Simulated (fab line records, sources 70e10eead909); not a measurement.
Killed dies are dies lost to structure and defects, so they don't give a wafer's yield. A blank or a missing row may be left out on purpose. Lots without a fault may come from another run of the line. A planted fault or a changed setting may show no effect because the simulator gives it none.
Which tool did it? | flow nand_harc | 11 lots, 33 wafers sampled, at 5 steps of a route of 1302

WHAT THE GAUGES READ, wafer by wafer
NHARC_END_SORT_01. Usual: killed_at_array 59, standard deviation 16; killed_at_other 0.8, standard deviation 1.1; killed_at_periphery 3.6, standard deviation 2.4; killed_dies 64, standard deviation 16; killed_open 3.4, standard deviation 1.8; killed_short 2.5, standard deviation 1.6.
lot  | measured     | on        | killed_at_array | killed_at_other | killed_at_periphery | killed_dies | killed_open | killed_short | flag
L269 | day 28 12:52 | prober-02 | 57 592 54       | 1 3 2           | 10 8 7              | 68 603 63   | 2 7 4       | 1 2 2        | OFF

WHICH TOOL RAN EACH LOT (tool, then ch and the chambers of the sampled wafers, then the start)
lot  | NHARC_A_SLIT_ETCH_24               | NHARC_A_SLIT_ETCH_17             | NHARC_A_WL_FILL_ETCHBACK_04       | NHARC_A_WL_FILL_STRIP_29
L261 | rie_diel-07 ch 0,1,2, day 19 18:31 | har_etch-01 ch 0,1, day 19 19:41 | rie_metal-02 ch 0,1, day 20 08:14 | rie_diel-11 ch 1,2, day 20 22:12
L262 | rie_diel-04 ch 0,3, day 20 11:23   | har_etch-02 ch 0,1, day 20 15:46 | rie_metal-01 ch 0,1, day 21 04:49 | rie_diel-11 ch 1,2,3, day 21 12:56
L266 | rie_diel-04 ch 1,3, day 22 01:10   | har_etch-02 ch 0,1, day 22 02:20 | rie_metal-01 ch 0,1, day 22 16:06 | rie_diel-11 ch 1,3, day 23 02:17
L269 | rie_diel-07 ch 0,1,3, day 23 17:32 | har_etch-01 ch 0,1, day 23 18:41 | rie_metal-02 ch 0,1, day 24 07:48 | rie_diel-11 ch 0,2, day 24 20:24
L273 | rie_diel-04 ch 0,2, day 24 10:29   | har_etch-02 ch 0,1, day 24 12:06 | rie_metal-03 ch 0,1, day 25 01:23 | rie_diel-01 ch 0,1,2, day 25 15:54
L276 | rie_diel-07 ch 0,2,3, day 27 00:55 | har_etch-02 ch 0,1, day 27 02:40 | rie_metal-03 ch 0,1, day 27 15:53 | rie_diel-11 ch 0,1,3, day 28 01:12
L279 | rie_diel-07 ch 2,3, day 27 04:16   | har_etch-02 ch 0,1, day 27 06:25 | rie_metal-02 ch 0,1, day 27 19:32 | rie_diel-01 ch 0,1, day 28 05:31
L280 | rie_diel-04 ch 0,2,3, day 27 17:04 | har_etch-01 ch 0,1, day 27 18:30 | rie_metal-03 ch 0,1, day 28 07:39 | rie_diel-01 ch 0,1,3, day 28 21:21
L281 | rie_diel-07 ch 0,2,3, day 27 23:17 | har_etch-02 ch 0, day 28 02:29   | rie_metal-02 ch 0, day 28 14:49   | rie_diel-06 ch 1,3, day 29 02:44
L282 | rie_diel-12 ch 1,2,3, day 28 21:07 | har_etch-01 ch 0,1, day 28 23:43 | rie_metal-02 ch 0,1, day 29 11:35 | rie_diel-01 ch 0,2, day 29 23:44
L284 | rie_diel-12 ch 0,2,3, day 29 11:20 | har_etch-02 ch 0,1, day 29 12:30 | rie_metal-02 ch 0,1, day 30 01:53 | rie_diel-11 ch 1,2, day 30 13:17
- NHARC_A_SLIT_ETCH_24: etches the open film in CF4/CHF3, target depth 121 nm, time 60.5 s.
- NHARC_A_SLIT_ETCH_17: etches the open film in C4F8/O2/Ar, time 4254.5 s, target depth 20300 nm.
- NHARC_A_WL_FILL_ETCHBACK_04: etches the open film in NF3, target depth 60 nm, time 120 s.
- NHARC_A_WL_FILL_STRIP_29: strips in O2, time 20 s.

WHAT THE TOOLS THEMSELVES READ (means of the sampled wafers that have a number; where no wafer has one, the mark that the record gives instead)
NHARC_A_SLIT_ETCH_24. Usual: chamber_pressure_mTorr 24.999 mTorr, standard deviation 0.022; drypump_motor_current_A 5.6 A, standard deviation 0.35; oes_product_au 0.958 a.u., standard deviation 0.022; rf_vpp_V 370.3 V, standard deviation 2.3; showerhead_plenum_p_Torr 1.56 Torr, standard deviation 0.065; throttle_valve_pct 16.802 %, standard deviation 0.0093.
lot  | tool        | chamber_pressure_mTorr (mTorr) | drypump_motor_current_A (A) | oes_product_au (a.u.) | rf_vpp_V (V) | showerhead_plenum_p_Torr (Torr) | throttle_valve_pct (%) | flag
L261 | rie_diel-07 | 24.989                         | 5.6                         | 0.917                 | 370.0        | 1.56                            | 16.807                 |
L262 | rie_diel-04 | 25.017                         | 6.0                         | 0.944                 | 372.2        | 1.63                            | 16.806                 |
L266 | rie_diel-04 | 24.994                         | 5.6                         | 0.965                 | 371.2        | 1.61                            | 16.803                 |
L269 | rie_diel-07 | 24.997                         | 5.6                         | 0.970                 | 367.7        | 1.52                            | 16.801                 |
L273 | rie_diel-04 | 25.009                         | 5.9                         | 0.971                 | 372.9        | 1.64                            | 16.804                 |
L276 | rie_diel-07 | 24.966                         | 5.7                         | 0.968                 | 368.5        | 1.52                            | 16.800                 |
L279 | rie_diel-07 | 24.993                         | 5.8                         | 0.910                 | 368.8        | 1.52                            | 16.796                 |
L280 | rie_diel-04 | 25.023                         | 5.7                         | 0.948                 | 371.2        | 1.61                            | 16.791                 |
L281 | rie_diel-07 | 25.001                         | 5.7                         | 0.924                 | 369.4        | 1.52                            | 16.795                 |
L282 | rie_diel-12 | 25.020                         | 5.7                         | 0.963                 | 368.3        | 1.50                            | 16.796                 |
L284 | rie_diel-12 | 24.976                         | 5.3                         | 0.963                 | 369.9        | 1.54                            | 16.804                 |

NHARC_A_SLIT_ETCH_17. Usual: chamber_pressure_mTorr 19.999 mTorr, standard deviation 0.019; drypump_motor_current_A 5.8 A, standard deviation 0.47; showerhead_plenum_p_Torr 3.639 Torr, standard deviation 0.028; throttle_valve_pct 32.043 %, standard deviation 0.0091.
lot  | tool        | chamber_pressure_mTorr (mTorr) | drypump_motor_current_A (A) | showerhead_plenum_p_Torr (Torr) | throttle_valve_pct (%) | flag
L261 | har_etch-01 | 20.006                         | 5.5                         | 3.652                           | 32.038                 |
L262 | har_etch-02 | 19.989                         | 6.1                         | 3.689                           | 32.044                 |
L266 | har_etch-02 | 20.003                         | 5.8                         | 3.680                           | 32.049                 |
L269 | har_etch-01 | 20.009                         | 5.6                         | 3.622                           | 32.039                 |
L273 | har_etch-02 | 19.989                         | 6.1                         | 3.662                           | 32.045                 |
L276 | har_etch-02 | 19.989                         | 5.8                         | 3.645                           | 32.047                 |
L279 | har_etch-02 | 19.989                         | 6.2                         | 3.641                           | 32.043                 |
L280 | har_etch-01 | 20.021                         | 5.5                         | 3.591                           | 32.037                 |
L281 | har_etch-02 | 19.979                         | 6.5                         | 3.631                           | 32.037                 |
L282 | har_etch-01 | 20.001                         | 5.5                         | 3.583                           | 32.036                 |
L284 | har_etch-02 | 20.014                         | 5.8                         | 3.626                           | 32.036                 |

NHARC_A_WL_FILL_ETCHBACK_04. Usual: chamber_pressure_mTorr 300.03 mTorr, standard deviation 0.26; drypump_motor_current_A 5.6 A, standard deviation 0.43; oes_product_au 0.999 a.u., standard deviation 0.0094; run_length_s 141.3 s, standard deviation 0.48.
lot  | tool         | chamber_pressure_mTorr (mTorr) | drypump_motor_current_A (A) | oes_product_au (a.u.) | run_length_s (s) | flag
L261 | rie_metal-02 | 300.24                         | 5.7                         | 1.004                 | 141.2            |
L262 | rie_metal-01 | 299.87                         | 5.2                         | 0.998                 | 141.5            |
L266 | rie_metal-01 | 300.09                         | 5.1                         | 0.998                 | 141.5            |
L269 | rie_metal-02 | 299.85                         | 5.4                         | 1.000                 | 126.9            | OFF
L273 | rie_metal-03 | 300.21                         | 6.1                         | 0.999                 | 141.9            |
L276 | rie_metal-03 | 299.87                         | 6.1                         | 0.989                 | 141.7            |
L279 | rie_metal-02 | 300.13                         | 5.5                         | 0.995                 | 140.9            |
L280 | rie_metal-03 | 300.07                         | 6.1                         | 0.988                 | 141.6            |
L281 | rie_metal-02 | 300.09                         | 6.0                         | 1.008                 | 141.3            |
L282 | rie_metal-02 | 300.40                         | 5.7                         | 1.003                 | 141.3            |
L284 | rie_metal-02 | 299.81                         | 5.5                         | 0.991                 | 141.0            |

NHARC_A_WL_FILL_STRIP_29. Usual: chamber_pressure_mTorr 59.99 mTorr, standard deviation 0.056; drypump_motor_current_A 5.9 A, standard deviation 0.62; oes_product_au 1.004 a.u., standard deviation 0.011; rf_vpp_V 57.7 V, standard deviation 0.91; showerhead_plenum_p_Torr 3.46 Torr, standard deviation 0.13; throttle_valve_pct 17.038 %, standard deviation 0.0085.
lot  | tool        | chamber_pressure_mTorr (mTorr) | drypump_motor_current_A (A) | oes_product_au (a.u.) | rf_vpp_V (V) | showerhead_plenum_p_Torr (Torr) | throttle_valve_pct (%) | flag
L261 | rie_diel-11 | 59.99                          | 6.5                         | 1.016                 | 57.7         | 3.57                            | 17.038                 |
L262 | rie_diel-11 | 60.02                          | 6.0                         | 1.010                 | 58.2         | 3.46                            | 17.037                 |
L266 | rie_diel-11 | 59.97                          | 5.5                         | 1.014                 | 57.8         | 3.45                            | 17.040                 |
L269 | rie_diel-11 | 60.01                          | 6.4                         | 1.008                 | 57.6         | 3.36                            | 17.032                 |
L273 | rie_diel-01 | 59.98                          | 5.5                         | 1.001                 | 57.2         | 3.49                            | 17.036                 |
L276 | rie_diel-11 | 60.00                          | 6.0                         | 0.999                 | 58.6         | 3.45                            | 17.043                 |
L279 | rie_diel-01 | 59.97                          | 5.9                         | 0.996                 | 58.1         | 3.46                            | 17.040                 |
L280 | rie_diel-01 | 60.01                          | 5.7                         | 1.004                 | 56.9         | 3.50                            | 17.042                 |
L281 | rie_diel-06 | 59.99                          | 6.3                         | 0.993                 | 57.6         | 3.45                            | 17.039                 |
L282 | rie_diel-01 | 60.02                          | 5.1                         | 0.997                 | 58.5         | 3.60                            | 17.036                 |
L284 | rie_diel-11 | 59.95                          | 6.6                         | 0.994                 | 57.9         | 3.56                            | 17.038                 |

THE ANSWER, worked out from the rows above alone
Rule: a lot is off if the mean of its wafers that have a number lies more than 3 standard deviations from the usual mean. A lot without any number at a reading at which 4 lots or more have one is off too. The other lots that the step has rows for count as sound. The gauges are gone through in route order, then the tools' own readings, and for those a lot's mean is taken as printed above. The first step at which some lot is off is used, and at that step the reading that is off furthest; a lot without a number counts as furthest.
Off: L269, at NHARC_END_SORT_01 (killed_dies). Neither off nor sound, because the step has no rows for them: L261, L262, L266, L273, L276, L279, L280, L281, L282, L284.
A tool fits if, at a process step before that reading, it ran every lot that is off, and no sound lot after the first of them. The gauges at NHARC_END_SORT_01 aren't tried: what is off there is off at NHARC_A_WL_FILL_ETCHBACK_04 too, on other tools, and a gauge's error can't cause that. Can't be told from this: 4 tools fit, rie_diel-07 at NHARC_A_SLIT_ETCH_24, har_etch-01 at NHARC_A_SLIT_ETCH_17, rie_metal-02 at NHARC_A_WL_FILL_ETCHBACK_04, rie_diel-11 at NHARC_A_WL_FILL_STRIP_29.

WHAT THE SIMULATOR HAD PUT IN
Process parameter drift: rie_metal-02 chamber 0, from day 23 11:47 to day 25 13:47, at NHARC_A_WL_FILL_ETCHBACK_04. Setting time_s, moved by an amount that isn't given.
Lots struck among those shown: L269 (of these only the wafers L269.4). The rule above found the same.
